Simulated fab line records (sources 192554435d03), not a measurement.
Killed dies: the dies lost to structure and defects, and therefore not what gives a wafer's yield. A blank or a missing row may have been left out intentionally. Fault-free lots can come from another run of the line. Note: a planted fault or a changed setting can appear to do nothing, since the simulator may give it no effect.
Chamber matching ; flow n5_finfet ; N5_FIN_CUT_CUT_ETCH_28 on rie_si-06: 4 sister chambers
The step etches Si in HBr/Cl2/O2, target depth 6 nm, time 2.4 s. 4 wafers are shown with their chamber, then 7 later ones without.

## WAFERS PAIRED WITH THEIR CHAMBERS
wafer;chamber;drypump_motor_current_A (A)
L079.5;1;5.5
L086.5;2;5.6
L092.1;3;4.9
L092.4;0;5.9

## WAFERS MISSING THEIR CHAMBER
wafer;drypump_motor_current_A (A)
L092.6;4.9
L093.1;5.5
L093.2;5.9
L093.5;5.0
L096.1;4.9
L096.5;4.9
L096.6;5.6

## EACH ONE'S CHAMBER
wafer;from the rows above;in truth
L092.6;3;3
L093.1;1;1
L093.2;0;0
L093.5;3;3
L096.1;3;3
L096.5;3;3
L096.6;2;2
Correct placement for 7 of the 7. From these rows, 0 cannot be placed. Placed wrongly: 0.
How it was worked out, from the rows above alone: a wafer's distance from a chamber is the root of the sum, over the readings, of the square of ((its reading less the chamber's mean) divided by the reading's scatter). The wafer belongs to the nearest chamber; if the next one is less than 2 further off, it can't be placed. For every chamber, the mean is computed from those of its wafers that are shown. The scatter (one wafer shown for each chamber): square how far every hidden wafer sits from the nearest shown wafer, average those squares and take the square root.
